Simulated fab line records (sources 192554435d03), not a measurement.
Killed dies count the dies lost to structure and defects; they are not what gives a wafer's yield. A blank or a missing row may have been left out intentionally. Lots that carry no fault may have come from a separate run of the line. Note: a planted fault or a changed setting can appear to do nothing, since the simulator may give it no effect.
Which tool was responsible? || flow n5 finfet || 27 wafers from 10 lots sampled at 5 of the route's 1938 steps

## WHAT THE GAUGES SHOWED, per wafer
Not one reading of a measure or inspect step in the record can be checked against a usual standard deviation.

## EACH LOT AND THE TOOL THAT RAN IT (in order: tool; ch and the chambers of the sampled wafers; start)
{"lot": "L855", "N5_BEOL_M15_ILD_DEP_00": "pecvd-03 ch 1,2, day 11 15:36", "N5_BEOL_M15_VIA_ETCH_16": "rie diel-06 ch 0,1,2, day 11 16:20", "N5_BEOL_M15_STRIP_63": "rie diel-06 ch 0,1,2, day 11 16:50 or earlier", "N5_BEOL_M15_ETCH_57": "rie diel-06 ch 0,1, day 11 16:50", "N5_PASSIVATION_PROBE_49": "-"}
{"lot": "L854", "N5_BEOL_M15_ILD_DEP_00": "pecvd-01 ch 1,2, day 11 20:01", "N5_BEOL_M15_VIA_ETCH_16": "rie diel-06 ch 1,2,3, day 11 20:52", "N5_BEOL_M15_STRIP_63": "rie diel-06 ch 1,2,3, day 11 21:23 or earlier", "N5_BEOL_M15_ETCH_57": "rie diel-06 ch 0,3, day 11 21:23", "N5_PASSIVATION_PROBE_49": "-"}
{"lot": "L857", "N5_BEOL_M15_ILD_DEP_00": "pecvd-03 ch 0,1,2, day 11 22:37", "N5_BEOL_M15_VIA_ETCH_16": "rie diel-02 ch 1,2, day 11 23:31", "N5_BEOL_M15_STRIP_63": "rie diel-02 ch 1,2, day 12 00:02 or earlier", "N5_BEOL_M15_ETCH_57": "rie diel-04 ch 0,1,3, day 12 00:02", "N5_PASSIVATION_PROBE_49": "-"}
{"lot": "L858", "N5_BEOL_M15_ILD_DEP_00": "pecvd-02 ch 0,1,2, day 12 04:26", "N5_BEOL_M15_VIA_ETCH_16": "rie diel-04 ch 1,2, day 12 05:10", "N5_BEOL_M15_STRIP_63": "rie diel-04 ch 1,2, day 12 05:40 or earlier", "N5_BEOL_M15_ETCH_57": "rie diel-04 ch 1,3, day 12 05:40", "N5_PASSIVATION_PROBE_49": "prober-02, day 13 00:01"}
{"lot": "L859", "N5_BEOL_M15_ILD_DEP_00": "pecvd-02 ch 0,1, day 12 10:43", "N5_BEOL_M15_VIA_ETCH_16": "rie diel-02 ch 0,2, day 12 11:26", "N5_BEOL_M15_STRIP_63": "rie diel-02 ch 0,2, day 12 11:58 or earlier", "N5_BEOL_M15_ETCH_57": "rie diel-04 ch 0,1,3, day 12 11:58", "N5_PASSIVATION_PROBE_49": "-"}
{"lot": "L856", "N5_BEOL_M15_ILD_DEP_00": "pecvd-03 ch 0,1,2, day 12 14:28", "N5_BEOL_M15_VIA_ETCH_16": "rie diel-04 ch 0,2,3, day 12 15:19", "N5_BEOL_M15_STRIP_63": "rie diel-04 ch 0,2,3, day 12 15:53 or earlier", "N5_BEOL_M15_ETCH_57": "rie diel-04 ch 0,2,3, day 12 15:53", "N5_PASSIVATION_PROBE_49": "-"}
{"lot": "L860", "N5_BEOL_M15_ILD_DEP_00": "pecvd-03 ch 0,2, day 12 19:27", "N5_BEOL_M15_VIA_ETCH_16": "rie diel-06 ch 1,2, day 12 20:11", "N5_BEOL_M15_STRIP_63": "rie diel-06 ch 1,2, day 12 20:42 or earlier", "N5_BEOL_M15_ETCH_57": "rie diel-04 ch 0,2, day 12 20:42", "N5_PASSIVATION_PROBE_49": "-"}
{"lot": "L862", "N5_BEOL_M15_ILD_DEP_00": "pecvd-01 ch 1,2, day 13 00:02", "N5_BEOL_M15_VIA_ETCH_16": "rie diel-02 ch 0,1, day 13 00:46", "N5_BEOL_M15_STRIP_63": "rie diel-02 ch 0,1, day 13 01:19 or earlier", "N5_BEOL_M15_ETCH_57": "rie diel-04 ch 1,2, day 13 01:19", "N5_PASSIVATION_PROBE_49": "-"}
{"lot": "L863", "N5_BEOL_M15_ILD_DEP_00": "pecvd-03 ch 0,1,2, day 13 12:49", "N5_BEOL_M15_VIA_ETCH_16": "rie diel-02 ch 1,2,3, day 13 13:49", "N5_BEOL_M15_STRIP_63": "rie diel-02 ch 1,2,3, day 13 14:19 or earlier", "N5_BEOL_M15_ETCH_57": "rie diel-02 ch 0,1, day 13 14:19", "N5_PASSIVATION_PROBE_49": "prober-02, day 14 10:49"}
{"lot": "L873", "N5_BEOL_M15_ILD_DEP_00": "pecvd-03 ch 2, day 15 15:16", "N5_BEOL_M15_VIA_ETCH_16": "rie diel-04 ch 1, day 15 15:53", "N5_BEOL_M15_STRIP_63": "rie diel-04 ch 1, day 15 16:24 or earlier", "N5_BEOL_M15_ETCH_57": "rie diel-02 ch 2, day 15 16:24", "N5_PASSIVATION_PROBE_49": "prober-02, day 16 17:36"}
- N5_BEOL_M15_ILD_DEP_00: deposits SiO2 from TEOS/O2, target thk 1629.3 nm, time 346.1 s.
- N5_BEOL_M15_VIA_ETCH_16: etches SiO2 in C4F8/O2/Ar, target depth 1792.2 nm.
- N5_BEOL_M15_STRIP_63: strips in O2.
- N5_BEOL_M15_ETCH_57: etches SOC in N2/H2, time 750 s.
- N5_PASSIVATION_PROBE_49

## WHAT THE TOOLS THEMSELVES READ (means of the sampled wafers that have a number; where no wafer has one, the mark that the record gives instead)
N5_BEOL_M15_ILD_DEP_00. Usual: heater power w 533 W, standard deviation 84; rf fwd power W 898.2 W, standard deviation 2.6; showerhead plenum p Torr 8.33 Torr, standard deviation 0.036; throttle valve pct 18.5 %, standard deviation 1.
{"lot": "L855", "tool": "pecvd-03", "heater power w (W)": 582, "rf fwd power W (W)": 899.8, "showerhead plenum p Torr (Torr)": 8.34, "throttle valve pct (%)": 17.8, "flag": ""}
{"lot": "L854", "tool": "pecvd-01", "heater power w (W)": 440, "rf fwd power W (W)": 899.8, "showerhead plenum p Torr (Torr)": 8.25, "throttle valve pct (%)": 19.9, "flag": ""}
{"lot": "L857", "tool": "pecvd-03", "heater power w (W)": 569, "rf fwd power W (W)": 898.5, "showerhead plenum p Torr (Torr)": 8.34, "throttle valve pct (%)": 17.8, "flag": ""}
{"lot": "L858", "tool": "pecvd-02", "heater power w (W)": 505, "rf fwd power W (W)": 895.7, "showerhead plenum p Torr (Torr)": 8.34, "throttle valve pct (%)": 18.9, "flag": ""}
{"lot": "L859", "tool": "pecvd-02", "heater power w (W)": 506, "rf fwd power W (W)": 897.8, "showerhead plenum p Torr (Torr)": 8.33, "throttle valve pct (%)": 19.0, "flag": ""}
{"lot": "L856", "tool": "pecvd-03", "heater power w (W)": 594, "rf fwd power W (W)": 898.6, "showerhead plenum p Torr (Torr)": 8.34, "throttle valve pct (%)": 17.8, "flag": ""}
{"lot": "L860", "tool": "pecvd-03", "heater power w (W)": 559, "rf fwd power W (W)": 898.9, "showerhead plenum p Torr (Torr)": 8.34, "throttle valve pct (%)": 17.5, "flag": ""}
{"lot": "L862", "tool": "pecvd-01", "heater power w (W)": 498, "rf fwd power W (W)": 897.0, "showerhead plenum p Torr (Torr)": 8.27, "throttle valve pct (%)": 19.6, "flag": ""}
{"lot": "L863", "tool": "pecvd-03", "heater power w (W)": 588, "rf fwd power W (W)": 898.1, "showerhead plenum p Torr (Torr)": 8.34, "throttle valve pct (%)": 17.8, "flag": ""}
{"lot": "L873", "tool": "pecvd-03", "heater power w (W)": 487, "rf fwd power W (W)": 899.2, "showerhead plenum p Torr (Torr)": 8.35, "throttle valve pct (%)": 17.2, "flag": ""}

N5_BEOL_M15_VIA_ETCH_16. Usual: drypump motor current A 5.8 A, standard deviation 0.38; mfc ar sccm 400.1 sccm, standard deviation 1.2; oes product au 0.71 a.u., standard deviation 0.054; rf fwd power W 1900 W, standard deviation 6; rf vpp V 2212 V, standard deviation 26; showerhead plenum p Torr 3.44 Torr, standard deviation 0.13; throttle valve pct 30.8 %, standard deviation 0.3.
{"lot": "L855", "tool": "rie diel-06", "drypump motor current A (A)": 5.9, "mfc ar sccm (sccm)": 399.1, "oes product au (a.u.)": 0.70, "rf fwd power W (W)": 1903, "rf vpp V (V)": 2211, "showerhead plenum p Torr (Torr)": 3.40, "throttle valve pct (%)": 30.7, "flag": ""}
{"lot": "L854", "tool": "rie diel-06", "drypump motor current A (A)": 5.9, "mfc ar sccm (sccm)": 399.3, "oes product au (a.u.)": 0.71, "rf fwd power W (W)": 1900, "rf vpp V (V)": 2229, "showerhead plenum p Torr (Torr)": 3.49, "throttle valve pct (%)": 30.6, "flag": ""}
{"lot": "L857", "tool": "rie diel-02", "drypump motor current A (A)": 5.9, "mfc ar sccm (sccm)": 401.0, "oes product au (a.u.)": 0.74, "rf fwd power W (W)": 1906, "rf vpp V (V)": 2186, "showerhead plenum p Torr (Torr)": 3.51, "throttle valve pct (%)": 30.8, "flag": ""}
{"lot": "L858", "tool": "rie diel-04", "drypump motor current A (A)": 5.5, "mfc ar sccm (sccm)": 399.7, "oes product au (a.u.)": 0.65, "rf fwd power W (W)": 1893, "rf vpp V (V)": 2229, "showerhead plenum p Torr (Torr)": 3.37, "throttle valve pct (%)": 31.0, "flag": ""}
{"lot": "L859", "tool": "rie diel-02", "drypump motor current A (A)": 6.0, "mfc ar sccm (sccm)": 399.6, "oes product au (a.u.)": 0.68, "rf fwd power W (W)": 1903, "rf vpp V (V)": 2201, "showerhead plenum p Torr (Torr)": 3.40, "throttle valve pct (%)": 31.3, "flag": ""}
{"lot": "L856", "tool": "rie diel-04", "drypump motor current A (A)": 5.7, "mfc ar sccm (sccm)": 400.5, "oes product au (a.u.)": 0.76, "rf fwd power W (W)": 1900, "rf vpp V (V)": 2203, "showerhead plenum p Torr (Torr)": 3.38, "throttle valve pct (%)": 30.8, "flag": ""}
{"lot": "L860", "tool": "rie diel-06", "drypump motor current A (A)": 6.2, "mfc ar sccm (sccm)": 400.4, "oes product au (a.u.)": 0.74, "rf fwd power W (W)": 1896, "rf vpp V (V)": 2205, "showerhead plenum p Torr (Torr)": 3.43, "throttle valve pct (%)": 30.6, "flag": ""}
{"lot": "L862", "tool": "rie diel-02", "drypump motor current A (A)": 5.3, "mfc ar sccm (sccm)": 398.8, "oes product au (a.u.)": 0.71, "rf fwd power W (W)": 1903, "rf vpp V (V)": 2208, "showerhead plenum p Torr (Torr)": 3.60, "throttle valve pct (%)": 31.0, "flag": ""}
{"lot": "L863", "tool": "rie diel-02", "drypump motor current A (A)": 6.0, "mfc ar sccm (sccm)": 400.3, "oes product au (a.u.)": 0.72, "rf fwd power W (W)": 1904, "rf vpp V (V)": 2195, "showerhead plenum p Torr (Torr)": 3.51, "throttle valve pct (%)": 30.8, "flag": ""}
{"lot": "L873", "tool": "rie diel-04", "drypump motor current A (A)": 5.6, "mfc ar sccm (sccm)": 399.2, "oes product au (a.u.)": 1.06, "rf fwd power W (W)": 1898, "rf vpp V (V)": 2244, "showerhead plenum p Torr (Torr)": 3.40, "throttle valve pct (%)": 31.0, "flag": "OFF"}

N5_BEOL_M15_STRIP_63. Usual: drypump motor current A 5.8 A, standard deviation 0.38; o2 flow sccm 224.9 sccm, standard deviation 0.64; oes product au 0.78 a.u., standard deviation 0.059; rf vpp V 3.7 V, standard deviation 0.75; showerhead plenum p Torr 2.11 Torr, standard deviation 0.088; throttle valve pct 16.69 %, standard deviation 0.26.
{"lot": "L855", "tool": "rie diel-06", "drypump motor current A (A)": 5.9, "o2 flow sccm (sccm)": 224.9, "oes product au (a.u.)": 0.78, "rf vpp V (V)": 3.4, "showerhead plenum p Torr (Torr)": 2.09, "throttle valve pct (%)": 16.64, "flag": ""}
{"lot": "L854", "tool": "rie diel-06", "drypump motor current A (A)": 5.9, "o2 flow sccm (sccm)": 224.7, "oes product au (a.u.)": 0.78, "rf vpp V (V)": 3.4, "showerhead plenum p Torr (Torr)": 2.14, "throttle valve pct (%)": 16.54, "flag": ""}
{"lot": "L857", "tool": "rie diel-02", "drypump motor current A (A)": 5.9, "o2 flow sccm (sccm)": 224.5, "oes product au (a.u.)": 0.83, "rf vpp V (V)": 3.7, "showerhead plenum p Torr (Torr)": 2.17, "throttle valve pct (%)": 16.69, "flag": ""}
{"lot": "L858", "tool": "rie diel-04", "drypump motor current A (A)": 5.4, "o2 flow sccm (sccm)": 223.8, "oes product au (a.u.)": 0.72, "rf vpp V (V)": 3.5, "showerhead plenum p Torr (Torr)": 2.04, "throttle valve pct (%)": 16.73, "flag": ""}
{"lot": "L859", "tool": "rie diel-02", "drypump motor current A (A)": 6.0, "o2 flow sccm (sccm)": 225.5, "oes product au (a.u.)": 0.76, "rf vpp V (V)": 3.4, "showerhead plenum p Torr (Torr)": 2.09, "throttle valve pct (%)": 17.07, "flag": ""}
{"lot": "L856", "tool": "rie diel-04", "drypump motor current A (A)": 5.7, "o2 flow sccm (sccm)": 224.8, "oes product au (a.u.)": 0.83, "rf vpp V (V)": 4.8, "showerhead plenum p Torr (Torr)": 2.07, "throttle valve pct (%)": 16.64, "flag": ""}
{"lot": "L860", "tool": "rie diel-06", "drypump motor current A (A)": 6.1, "o2 flow sccm (sccm)": 225.3, "oes product au (a.u.)": 0.80, "rf vpp V (V)": 3.8, "showerhead plenum p Torr (Torr)": 2.09, "throttle valve pct (%)": 16.44, "flag": ""}
{"lot": "L862", "tool": "rie diel-02", "drypump motor current A (A)": 5.3, "o2 flow sccm (sccm)": 224.2, "oes product au (a.u.)": 0.79, "rf vpp V (V)": 4.1, "showerhead plenum p Torr (Torr)": 2.21, "throttle valve pct (%)": 16.80, "flag": ""}
{"lot": "L863", "tool": "rie diel-02", "drypump motor current A (A)": 6.0, "o2 flow sccm (sccm)": 224.8, "oes product au (a.u.)": 0.81, "rf vpp V (V)": 3.1, "showerhead plenum p Torr (Torr)": 2.16, "throttle valve pct (%)": 16.64, "flag": ""}
{"lot": "L873", "tool": "rie diel-04", "drypump motor current A (A)": 5.5, "o2 flow sccm (sccm)": 224.6, "oes product au (a.u.)": 0.95, "rf vpp V (V)": 3.6, "showerhead plenum p Torr (Torr)": 2.05, "throttle valve pct (%)": 16.25, "flag": ""}

N5_BEOL_M15_ETCH_57. Usual: drypump motor current A 5.7 A, standard deviation 0.37; oes product au 0.78 a.u., standard deviation 0.057; rf fwd power W 2996 W, standard deviation 8.4; rf vpp V 523.8 V, standard deviation 2.6; showerhead plenum p Torr 2.54 Torr, standard deviation 0.094; throttle valve pct 17.75 %, standard deviation 0.26.
{"lot": "L855", "tool": "rie diel-06", "drypump motor current A (A)": 5.8, "oes product au (a.u.)": 0.74, "rf fwd power W (W)": 3000, "rf vpp V (V)": 520.7, "showerhead plenum p Torr (Torr)": 2.43, "throttle valve pct (%)": 17.75, "flag": ""}
{"lot": "L854", "tool": "rie diel-06", "drypump motor current A (A)": 5.6, "oes product au (a.u.)": 0.72, "rf fwd power W (W)": 2994, "rf vpp V (V)": 522.2, "showerhead plenum p Torr (Torr)": 2.48, "throttle valve pct (%)": 17.82, "flag": ""}
{"lot": "L857", "tool": "rie diel-04", "drypump motor current A (A)": 5.7, "oes product au (a.u.)": 0.81, "rf fwd power W (W)": 2994, "rf vpp V (V)": 523.0, "showerhead plenum p Torr (Torr)": 2.51, "throttle valve pct (%)": 17.67, "flag": ""}
{"lot": "L858", "tool": "rie diel-04", "drypump motor current A (A)": 5.7, "oes product au (a.u.)": 0.74, "rf fwd power W (W)": 3002, "rf vpp V (V)": 523.6, "showerhead plenum p Torr (Torr)": 2.52, "throttle valve pct (%)": 17.78, "flag": ""}
{"lot": "L859", "tool": "rie diel-04", "drypump motor current A (A)": 5.7, "oes product au (a.u.)": 0.80, "rf fwd power W (W)": 3002, "rf vpp V (V)": 523.2, "showerhead plenum p Torr (Torr)": 2.51, "throttle valve pct (%)": 17.67, "flag": ""}
{"lot": "L856", "tool": "rie diel-04", "drypump motor current A (A)": 5.7, "oes product au (a.u.)": 0.83, "rf fwd power W (W)": 2995, "rf vpp V (V)": 522.7, "showerhead plenum p Torr (Torr)": 2.49, "throttle valve pct (%)": 17.71, "flag": ""}
{"lot": "L860", "tool": "rie diel-04", "drypump motor current A (A)": 5.5, "oes product au (a.u.)": 0.81, "rf fwd power W (W)": 2988, "rf vpp V (V)": 521.5, "showerhead plenum p Torr (Torr)": 2.45, "throttle valve pct (%)": 17.75, "flag": ""}
{"lot": "L862", "tool": "rie diel-04", "drypump motor current A (A)": 5.5, "oes product au (a.u.)": 0.73, "rf fwd power W (W)": 2992, "rf vpp V (V)": 521.9, "showerhead plenum p Torr (Torr)": 2.46, "throttle valve pct (%)": 17.86, "flag": ""}
{"lot": "L863", "tool": "rie diel-02", "drypump motor current A (A)": 5.3, "oes product au (a.u.)": 0.76, "rf fwd power W (W)": 2986, "rf vpp V (V)": 527.2, "showerhead plenum p Torr (Torr)": 2.65, "throttle valve pct (%)": 17.91, "flag": ""}
{"lot": "L873", "tool": "rie diel-02", "drypump motor current A (A)": 6.5, "oes product au (a.u.)": 0.74, "rf fwd power W (W)": 3002, "rf vpp V (V)": 520.2, "showerhead plenum p Torr (Torr)": 2.44, "throttle valve pct (%)": 18.21, "flag": ""}

N5_PASSIVATION_PROBE_49. Usual: defect limited yield 91.5 %, standard deviation 1.4; killed_at_M0_to_M3 32, standard deviation 9.7; killed_at_M4_up 14, standard deviation 5.3; killed at contacts 11, standard deviation 6; killed at front end 39, standard deviation 14; killed at other 3.3, standard deviation 2.7; killed dies 100, standard deviation 17; killed open 66, standard deviation 13; killed short 32, standard deviation 7.4; sort_bin_5_function 4.9 %, standard deviation 0.9; sort_bin_6_memory 3.2 %, standard deviation 0.72; sort_bin_8_speed 0.00 %, standard deviation 0.0071; sort n pass 1080, standard deviation 17; sort yield pct 91.5 %, standard deviation 1.4.
{"lot": "L858", "tool": "prober-02", "defect limited yield (%)": 90.4, "killed_at_M0_to_M3": 40, "killed_at_M4_up": 13, "killed at contacts": 8, "killed at front end": 49, "killed at other": 2.3, "killed dies": 113, "killed open": 72, "killed short": 39, "sort_bin_5_function (%)": 5.7, "sort_bin_6_memory (%)": 3.5, "sort_bin_8_speed (%)": 0.00, "sort n pass": 1067, "sort yield pct (%)": 90.4, "flag": ""}
{"lot": "L863", "tool": "prober-02", "defect limited yield (%)": 91.2, "killed_at_M0_to_M3": 38, "killed_at_M4_up": 14, "killed at contacts": 23, "killed at front end": 27, "killed at other": 1.7, "killed dies": 104, "killed open": 73, "killed short": 30, "sort_bin_5_function (%)": 5.4, "sort_bin_6_memory (%)": 3.1, "sort_bin_8_speed (%)": 0.00, "sort n pass": 1076, "sort yield pct (%)": 91.2, "flag": ""}
{"lot": "L873", "tool": "prober-02", "defect limited yield (%)": 89.5, "killed_at_M0_to_M3": 24, "killed_at_M4_up": 10, "killed at contacts": 21, "killed at front end": 67, "killed at other": 2.0, "killed dies": 124, "killed open": 80, "killed short": 42, "sort_bin_5_function (%)": 5.9, "sort_bin_6_memory (%)": 4.1, "sort_bin_8_speed (%)": 0.00, "sort n pass": 1056, "sort yield pct (%)": 89.5, "flag": ""}

## THE ANSWER, worked out from the rows above alone
Rule: take the mean of a lot's wafers that have a number; if it is more than 3 standard deviations from the usual mean, the lot is off. A lot without any number at a reading at which 4 lots or more have one is off too. Where the step has rows for the other lots, those lots are counted as sound. After the gauges, taken in route order, come the tools' own readings; for these a lot's mean is taken, as printed above. The first step at which some lot is off is used, and at that step the reading that is off furthest; a lot without a number counts as furthest.
Off: L873 (N5_BEOL_M15_VIA_ETCH_16, oes product au).
If a tool, at that step or one of the process steps before it, ran each lot that is off and ran no sound lot following the first of them, it fits. 2 tools fit, pecvd-03 at N5_BEOL_M15_ILD_DEP_00 and rie diel-04 at N5_BEOL_M15_VIA_ETCH_16, so this cannot tell which one it is.

## WHAT THE SIMULATOR PUT IN
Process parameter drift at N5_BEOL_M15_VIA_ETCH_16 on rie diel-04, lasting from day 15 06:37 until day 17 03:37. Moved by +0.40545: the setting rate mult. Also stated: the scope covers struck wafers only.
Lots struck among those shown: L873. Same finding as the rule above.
